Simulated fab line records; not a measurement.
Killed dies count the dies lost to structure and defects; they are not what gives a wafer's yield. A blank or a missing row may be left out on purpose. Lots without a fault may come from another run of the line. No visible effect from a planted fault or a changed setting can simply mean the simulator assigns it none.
fab line records	flow nand_harc
record: lots: 13	wafers: 39	last_day: 34
route steps=1302 shown A_WL_FILL@953
lots with no fault: from the same line, run without faults
start_h: the number of hours between the record's first day and the start of the first shown wafer of the lot	wait_h: hours elapsed since this lot's preceding step	" same as the row above	L1.1+2: a row that stands for several wafers	- either no value or no given start	* or withheld: withheld	< > ~ a bound
route shown NAME@n: a module of which the file shows steps, and the number in the route of the first	usual: mean and standard deviation over wafers with no fault	same: alike in all rows	chamber/n: place in a boat	sites: the reading at each site	_std_site: standard deviation across them	_edge_site: mean of outer sites minus mean of inner sites	radius_mm: for every site, how far away it sits from the centre of the wafer	mask NAME#n: copy n	behind: the most recent tool/chamber to have shaped the wafer	hold: cause of the lot's hold/its duration in hours/its outcome	device: which transistor (n, p or np) failed to switch	end of line: the same wafers' tests at the end of the route	a step without rows: its recipe alone	killed: not the wafer's yield, but the dies lost to structure and defects at the first sort	map: the dies of a wafer, with x for killed, . for not killed, _ for no die there
set.NAME: the setting that was run; set.NAME@STEP: the one run at that earlier step	model.NAME: the simulator's own value behind a step, which no gauge read
route steps across a sampled set of lots; one table per step, one row per wafer
services: from which hour (start_h, from the record's first day; less than 0 if before it) a tool's chamber was out of use, for how many hours, and why
== steps ==
step: NHARC_A_WL_FILL_RTA_01
recipe: temp_c: 1000	time_s: 5
usual: anneal_temp_c_max: 1003.5/0.73	lamp_power_pct: 33.6/0.39	wafer_temp_C_max: 1006.3/1.4
lot.wafer	tool	chamber	start_h	wait_h	anneal_temp_c_max	lamp_power_pct	wafer_temp_C_max
L468.1	rtp_anneal-01	0	480.34	-	1003.7	34.0	1007.1
L468.2	"	0	"	"	1003.5	33.9	1006.3
L468.4	"	0	"	"	1004.3	34.0	1007.3
L469.4	rtp_anneal-02	0	480.40	-	1003.5	33.2	1006.7
L469.5	"	0	"	"	1002.4	33.2	1006.4
L469.6	"	0	"	"	1003.1	33.1	1006.7
L471.1	rtp_anneal-01	0	504.17	-	1003.4	34.0	1006.0
L471.3	"	0	"	"	1004.9	34.0	1006.0
L471.5	"	0	"	"	1003.2	34.0	1005.9
L473.2	rtp_anneal-02	0	508.06	-	1002.9	33.2	1006.6
L473.4	"	0	"	"	1003.1	33.2	1005.9
L473.6	"	0	"	"	1002.7	33.2	1007.8
L472.3	rtp_anneal-02	0	513.48	-	1001.7	33.2	1006.6
L472.5	"	0	"	"	1003.3	33.2	1006.4
L472.6	"	0	"	"	1002.9	33.2	1005.5
L475.1	rtp_anneal-02	0	543.51	-	1002.3	33.2	1007.5
L475.2	"	0	"	"	1002.8	33.2	1003.9
L475.4	"	0	"	"	1002.8	33.2	1007.7
L474.4	rtp_anneal-01	0	543.59	-	1003.5	33.9	1004.4
L474.5	"	0	"	"	1003.0	34.0	1005.0
L474.6	"	0	"	"	1004.5	34.0	1004.9
L479.3	rtp_anneal-01	0	589.75	-	1003.9	33.9	1004.8
L479.5	"	0	"	"	1004.2	33.9	1004.3
L479.6	"	0	"	"	1003.8	34.0	1004.7
L483.1	rtp_anneal-02	0	611.08	-	1004.2	33.2	1009.3
L483.2	"	0	"	"	1003.8	33.2	1007.1
L483.4	"	0	"	"	1003.1	33.2	1007.4
L488.3	rtp_anneal-02	0	674.37	-	1003.0	33.2	1006.2
L488.5	"	0	"	"	1005.0	33.2	1005.3
L488.6	"	0	"	"	1003.4	33.2	1006.3
L489.1	rtp_anneal-01	0	693.75	-	1003.6	33.9	1005.2
L489.2	"	0	"	"	1003.7	33.9	1005.7
L489.6	"	0	"	"	1005.0	33.9	1005.3
L490.1	rtp_anneal-02	0	693.93	-	1003.1	33.2	1006.5
L490.2	"	0	"	"	1003.1	33.2	1006.4
L490.6	"	0	"	"	1002.9	33.2	1006.2
L491.3	rtp_anneal-01	0	697.39	-	1003.6	34.0	1007.3
L491.4	"	0	"	"	1002.7	34.0	1007.4
L491.5	"	0	"	"	1003.4	34.0	1005.6
step: NHARC_A_WL_FILL_ETCHBACK_16
recipe: target_depth_a: 1200	time_s: 24	c4f8_flow_sccm: withheld	o2_flow_sccm: 8	ar_flow_sccm: withheld	rf_w: 600	bias_w: 800	chemistry: C4F8/O2/Ar
usual: oes_product_au: 0.98/0.031	rf_vpp_V: 721/4.1	run_length_s: 45.4/0.5
lot.wafer	tool	chamber	start_h	wait_h	oes_product_au	rf_hours_counter_h	rf_vpp_V	run_length_s
L468.4	rie_diel-05	0	-	-	0.93	1.5	716	45.3
L468.1	"	1	"	"	0.92	1.3	715	46.0
L468.2	"	3	"	"	0.91	1.6	728	44.9
L469.4	rie_diel-09	0	-	-	1.00	8.3	719	45.3
L469.6	"	3	"	"	1.01	-	722	45.1
L469.5	"	0	"	"	1.01	-	719	45.1
L471.3	rie_diel-05	1	-	-	0.91	2.3	715	46.1
L471.1	"	0	"	"	0.91	2.4	719	45.4
L471.5	"	2	"	"	0.92	-	724	45.8
L473.4	rie_diel-09	0	-	-	1.00	0.7	720	45.1
L473.2	"	3	"	"	1.00	0.7	722	44.8
L473.6	"	1	"	"	1.01	-	724	46.0
L472.3	rie_diel-02	2	-	-	0.93	2.7	717	45.7
L472.5	"	2	"	"	0.92	-	716	45.2
L472.6	"	3	"	"	0.93	-	723	45.4
L475.2	rie_diel-02	0	-	-	0.97	3.7	719	44.7
L475.1	"	2	"	"	0.99	3.7	716	45.1
L475.4	"	3	"	"	0.98	3.7	723	45.2
L474.4	rie_diel-05	3	-	-	0.98	3.6	727	45.1
L474.6	"	1	"	"	1.00	-	717	45.7
L474.5	"	2	"	"	1.01	-	726	45.1
L479.3	rie_diel-05	1	-	-	0.99	0.0	717	45.7
L479.5	"	3	"	"	1.01	-	728	44.6
L479.6	"	0	"	"	1.00	-	718	45.2
L483.1	rie_diel-09	1	-	-	1.01	6.1	725	45.9
L483.2	"	3	"	"	1.02	6.2	724	44.5
L483.4	"	2	"	"	1.00	-	723	45.6
L488.3	rie_diel-05	3	-	-	1.00	1.9	729	44.9
L488.6	"	2	"	"	1.01	-	725	45.4
L488.5	"	1	"	"	0.99	-	719	45.7
L489.1	rie_diel-02	0	-	-	0.96	5.1	719	44.4
L489.2	"	2	"	"	0.97	5.4	715	45.2
L489.6	"	0	"	"	0.95	-	719	44.5
L490.1	rie_diel-09	3	-	-	1.00	0.8	723	44.6
L490.2	"	2	"	"	0.99	0.8	724	46.4
L490.6	"	3	"	"	1.01	-	722	45.1
L491.3	rie_diel-02	3	-	-	0.99	5.2	722	45.3
L491.4	"	0	"	"	0.99	5.1	718	44.9
L491.5	"	2	"	"	0.98	-	717	45.8
step: NHARC_A_WL_FILL_ETCHBACK_26
recipe: target_depth_a: 520	time_s: 13.3	hbr_flow_sccm: 150	rf_w: 350	icp_w: 350	bias_w: 60	chemistry: HBr
usual: drypump_motor_current_A: 5.7/0.41	he_backside_leak_sccm: 2.7/0.31	oes_product_au: 1.002/0.0095	run_length_s: 34.3/0.42	throttle_valve_pct: 23.266/0.0092
lot.wafer	tool	chamber	start_h	wait_h	drypump_motor_current_A	he_backside_leak_sccm	oes_product_au	rf_hours_counter_h	run_length_s	throttle_valve_pct
L468.4	rie_si-06	1	497.13	0.4	5.6	3.0	1.008	0.3	33.8	23.248
L468.1	"	2	"	"	6.2	2.6	0.998	0.3	34.3	23.269
L468.2	"	3	"	"	6.2	3.0	1.019	0.4	33.7	23.287
L469.4	rie_si-05	3	497.15	0.4	5.5	2.7	0.999	0.1	34.1	23.251
L469.5	"	1	"	"	5.7	2.3	0.988	-	34.8	23.262
L469.6	"	2	"	"	5.4	2.7	1.011	-	34.4	23.278
L471.3	rie_si-06	3	521.16	0.4	6.2	3.0	1.014	0.5	33.7	23.271
L471.1	"	2	"	"	6.2	2.6	1.004	0.5	34.4	23.255
L471.5	"	3	"	"	6.2	3.0	1.008	-	33.7	23.261
L473.2	rie_si-05	2	526.24	0.4	5.4	2.8	1.001	0.2	33.8	23.282
L473.4	"	0	"	"	5.8	3.0	0.999	0.3	34.1	23.263
L473.6	"	3	"	"	5.5	2.9	1.004	-	34.1	23.263
L472.3	rie_si-04	1	531.41	0.4	6.4	2.6	0.989	0	33.8	23.271
L472.6	"	2	"	"	5.0	2.5	0.999	-	34.4	23.254
L472.5	"	3	"	"	6.2	2.5	1.009	-	35.0	23.283
L475.4	rie_si-06	3	560.40	0.4	6.1	3.2	1.007	0.9	33.8	23.282
L475.1	"	1	"	"	5.6	2.9	0.996	0.7	33.5	23.260
L475.2	"	2	"	"	6.2	2.5	0.997	0.6	34.8	23.261
L474.4	rie_si-05	1	560.42	0.4	5.7	2.4	0.994	0.4	34.9	23.263
L474.6	"	1	"	"	5.7	2.5	0.986	-	34.7	23.253
L474.5	"	2	"	"	5.4	2.6	1.016	-	34.1	23.262
L479.3	rie_si-05	0	610.93	0.4	5.8	3.0	1.002	0.9	30.0	23.272
L479.6	"	1	"	"	5.7	2.4	0.990	-	34.5	23.257
L479.5	"	2	"	"	5.4	2.7	1.007	-	33.9	23.261
L483.1	rie_si-04	2	627.71	0.4	5.0	2.5	0.996	0.7	34.9	23.260
L483.2	"	3	"	"	6.3	2.5	1.019	0.8	34.7	23.275
L483.4	"	0	"	"	5.6	5.3	1.017	0.7	34.2	23.262
L488.3	rie_si-05	1	691.35	0.4	5.7	2.4	1.005	0.1	35.1	23.266
L488.5	"	1	"	"	5.8	2.4	1.010	-	35.1	23.251
L488.6	"	2	"	"	5.4	2.5	1.007	-	34.1	23.260
L490.2	rie_si-05	0	711.01	0.4	5.8	2.9	1.003	0.2	34.4	23.271
L490.1	"	1	"	"	5.7	2.3	1.006	0.2	35.1	23.278
L490.6	"	0	"	"	5.8	2.7	1.009	-	34.2	23.265
L489.1	rie_si-04	1	711.01	0.4	6.4	2.9	1.003	0	34.4	23.271
L489.2	"	3	"	"	6.2	2.4	1.022	0	34.4	23.266
L489.6	"	0	"	"	5.6	2.8	0.991	-	34.7	23.272
L491.3	rie_si-05	3	714.13	0.4	5.5	2.8	1.005	0.3	33.9	23.276
L491.4	"	1	"	"	5.7	2.4	0.998	0.2	35.3	23.276
L491.5	"	0	"	"	5.8	3.0	1.004	-	34.1	23.252
step: NHARC_A_WL_FILL_CMP_12
recipe: t_overpolish_s: 30	target_thk_nm: 100
usual: edge_zone_pressure_frac: 1.000/0.0048	motor_current_A: 12.6/0.91	overpolish_run_s: 30.000/0.0086	slurry_flow_ml_min: 150.1/0.53	time_to_endpoint_s: 19.6/2.3
lot.wafer	tool	chamber	start_h	wait_h	edge_zone_pressure_frac	motor_current_A	overpolish_run_s	slurry_flow_ml_min	time_to_endpoint_s
L468.2	cmp-02	3	497.80	0.2	1.001	13.4	29.978	149.3	18.3
L468.1	"	0	"	"	0.997	12.0	29.999	149.2	16.4
L468.4	"	1	"	"	0.997	13.3	29.993	149.7	18.4
L469.4	cmp-03	1	498.03	0.2	1.006	12.9	30.002	150.1	18.6
L469.5	"	2	"	"	0.998	11.9	30.002	149.7	17.1
L469.6	"	3	"	"	1.003	15.0	30.016	150.4	19.4
L471.1	cmp-02	3	521.83	0.2	1.001	13.5	30.008	150.0	18.6
L471.3	"	0	"	"	1.012	11.9	30.000	149.1	16.0
L471.5	"	3	"	"	0.999	12.9	29.995	150.4	19.6
L473.2	cmp-01	0	526.93	0.2	1.004	10.9	30.006	150.4	20.1
L473.4	"	3	"	"	1.001	12.2	30.019	150.0	16.7
L473.6	"	0	"	"	1.006	11.2	29.994	149.7	22.0
L472.3	cmp-01	2	532.19	0.2	0.999	11.0	29.999	150.1	20.3
L472.5	"	1	"	"	0.996	13.3	30.000	150.6	23.3
L472.6	"	2	"	"	1.009	12.1	29.992	150.9	20.9
L475.1	cmp-02	3	561.05	0.2	1.001	13.0	29.996	150.2	18.4
L475.2	"	0	"	"	0.996	12.4	29.999	150.4	18.7
L475.4	"	2	"	"	0.995	12.2	29.997	149.5	20.4
L474.4	cmp-01	0	561.19	0.1	0.998	11.9	29.999	150.0	23.7
L474.6	"	0	"	"	0.994	11.5	30.007	150.4	26.7
L474.5	"	1	"	"	1.002	12.8	29.979	149.4	23.9
L479.3	cmp-01	0	611.61	0.2	1.000	11.1	29.994	149.3	18.9
L479.5	"	1	"	"	0.999	13.4	30.001	150.2	19.6
L479.6	"	2	"	"	1.002	11.1	29.996	150.8	19.0
L483.1	cmp-03	1	628.34	0.2	1.001	12.7	30.011	150.6	17.4
L483.2	"	3	"	"	0.991	14.2	29.982	150.3	23.5
L483.4	"	0	"	"	0.996	11.5	30.016	150.6	21.0
L488.3	cmp-02	3	692.02	0.1	1.003	13.6	29.999	149.3	18.4
L488.5	"	2	"	"	0.991	12.4	30.002	150.0	20.6
L488.6	"	3	"	"	1.010	12.8	29.997	149.6	21.0
L489.2	cmp-02	1	711.67	0.2	0.999	12.7	29.986	149.6	18.3
L489.1	"	2	"	"	1.002	12.5	30.011	149.9	19.7
L489.6	"	1	"	"	0.993	13.3	30.015	149.9	16.5
L490.1	cmp-03	3	711.69	0.2	0.996	14.2	30.011	150.0	18.5
L490.2	"	0	"	"	0.990	11.7	29.998	150.5	17.9
L490.6	"	2	"	"	0.995	12.8	30.007	149.1	20.6
L491.4	cmp-01	0	714.85	0.1	1.002	11.1	29.992	149.7	21.7
L491.3	"	2	"	"	1.001	11.0	29.998	150.2	20.6
L491.5	"	0	"	"	0.994	11.3	29.992	150.7	22.2
== services ==
tool	chamber	start_h	hours	kind
rie_diel-05	1	465.23	14.9	repair
rie_si-05	-	482.00	9.0	pm
rie_diel-09	-	497.13	9.0	pm
rie_diel-02	0	497.90	3.0	repair
cmp-01	-	500.44	4.0	pm
cmp-02	-	503.65	1.7	repair
cmp-02	-	526.50	4.0	pm
rie_diel-09	0	535.80	127.6	repair
cmp-01	-	539.25	3.4	repair
cmp-01	-	567.90	2.1	repair
cmp-02	-	568.30	1.8	repair
rie_diel-05	0	579.31	5.1	repair
rie_diel-05	-	583.66	9.0	pm
cmp-01	-	592.21	0.5	repair
rie_si-05	0	593.94	6.8	repair
cmp-01	-	598.44	4.0	pm
cmp-02	-	620.49	1.0	repair
cmp-02	-	624.65	4.0	pm
cmp-01	-	639.56	2.1	repair
cmp-02	-	648.58	0.5	repair
rie_si-05	-	659.00	9.0	pm
rie_diel-05	0	685.33	6.2	repair
cmp-01	-	694.73	0.4	repair
cmp-01	-	696.44	4.0	pm
== key ==
first_sign: step: NHARC_A_WL_FILL_ETCHBACK_26	reading: run_length_s	direction: down	sigmas: 10	usual: *	struck: *
effect none on later readings
met_at NHARC_A_WL_FILL_ETCHBACK_26
struck_lots L479
struck_wafers L479.3
later_rows_left_out L479.3
sort_left_out L479.3
tester_left_out L479
not_acting_at NHARC_A_WL_FILL_RTA_01,NHARC_A_WL_FILL_ETCHBACK_16,NHARC_A_WL_FILL_CMP_12
onset_between 526.24 610.93
fault: kind: process_parameter_drift	tool: rie_si-05	chamber: 0	onset_h: 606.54	steps: NHARC_A_WL_FILL_ETCHBACK_26	channel: time_s	offset: *	shape: step	end_h: 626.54	acts_in: *	stated: *
tester_left_out: of these lots the tester's yield and bins aren't shown, on N5 and GAA mostly nor the transistor test; their killed dies are dies lost to structure and defects alone, not to doping, threshold or leakage, so they don't give the yield
sort_left_out: the simulated sort isn't trusted on such a fault, so these wafers' sort isn't shown, and their yield isn't known
later_rows_left_out: the simulator's readings of these wafers behind a module that went badly wrong aren't trusted and aren't shown, but for the sort
